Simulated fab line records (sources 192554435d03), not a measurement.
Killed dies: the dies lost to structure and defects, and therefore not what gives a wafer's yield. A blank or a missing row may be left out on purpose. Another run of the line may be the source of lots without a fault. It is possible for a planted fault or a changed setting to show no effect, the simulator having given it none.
A struck lot beside a sound one ; flow n5Finfet ; 20 out of 1938 route steps
Sound: wafers L589.1, L589.3, L589.4. The struck wafers were L588.1, L588.4, L588.6. The cause is given at the end.
At each step with rows: each side's tool, then ch and its chambers, then its first start. Under that, the readings that differ: sound wafers ; struck wafers ; difference of the means ; sigmas: that difference in standard deviations of wafers without a fault.
alike: same words and numbers on both sides, and readings whose means sit less than 2 such deviations apart. not compared: any withheld reading, any reading some wafer has no value for, any bound like >300 that may hide the same value, and any number with overlapping values for which the record gives no deviation.
A row with sigmas, a row that says differs or no value, or rows on one side alone: a step with any of these is where the two part. When numbers do not overlap yet have no deviation, they are printed without sigmas and do not part them. Lack of a reading on every wafer of one side parts them only where that side has two or more wafers.

first, 9 steps without rows for these wafers: N5_BEOL_M12_DESCUM_15 (chemistry O2, time 7.9 s); N5_BEOL_M12_ETCH_59 (etches BARC in N2/H2, target depth 89 nm, overetch 26.7 nm, time 67.9 s); N5_BEOL_M12_VIA_ETCH_16 (etches SiOC in C4F8/O2/Ar, target depth 724.8 nm); N5_BEOL_M12_STRIP_63 (strips in N2/H2); N5_BEOL_M12_STRIP_64 (strips in N2/H2); N5_BEOL_M12_STRIP_71 (strips in post etch residue remover, time 60 s); N5_BEOL_M12_SRD_72 (time 30 s, dry time 30 s); N5_BEOL_M12_COAT_65 (time 60 s, resist thk 300 nm); N5_BEOL_M12_COAT_66 (time 60 s, resist thk 110 nm).
N5_BEOL_M12_COAT_22: resist thk 300 nm.
  sound on lithoTrack-05 ch 0, day 14 12:03; struck on lithoTrack-04 ch 0, day 13 20:41
reading;sound;struck;difference;sigmas
spinSpeedRpm (rpm);2888.5 2889.0 2890.7;3034.1 3034.3 3034.7;+145.0;+72
model.coat_of_BEOL_M12_COAT_22.thkNm (nm);301.2 302 300.8;291.8 292.4 293;-8.9;
  alike: resistLineTempC
then, 7 steps without rows for these wafers: N5_BEOL_M12_EBR_24; N5_BEOL_M12_SOFTBAKE_23 (time 60 s); N5_BEOL_M12_EXPOSE_25 (exposes mask M12); N5_BEOL_M12_PEB_26 (peb time 90 s); N5_BEOL_M12_DEVELOP_27 (develop time 45 s); N5_BEOL_M12_HARDBAKE_32 (time 120 s); N5_BEOL_M12_DESCUM_33 (chemistry O2, time 7.9 s).
N5_BEOL_M12_ETCH_67: etches SiARC in CF4, target depth 143 nm, time 238.3 s.
  sound on rieDiel-06 ch 1,2,3, day 14 12:28; struck on rieDiel-06 ch 0,2, day 13 21:06
reading;sound;struck;difference;sigmas
model.coat_of_BEOL_M12_COAT_22.thkNm (nm);212.4 213.6 212.2;203.2 203.6 204.2;-9.1;
  alike: drypumpMotorCurrentA, etchRfOnTimeS, oesProductAu, rfVppV, showerheadPlenumPTorr, throttleValvePct
  not compared: rfHoursCounterH
then, 2 steps without rows for these wafers: N5_BEOL_M12_ETCH_68 (etches SOC in N2/H2, time 285 s); N5_PASSIVATION_PROBE_49.

## WHERE THEY PART
Only at N5_BEOL_M12_COAT_22, as far as this record shows. Later steps at which nothing parts them and some readings are alike: N5_BEOL_M12_ETCH_67.

WHY: what the simulator had put in
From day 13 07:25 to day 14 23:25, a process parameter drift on lithoTrack-04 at N5_BEOL_M12_COAT_22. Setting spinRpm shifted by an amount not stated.
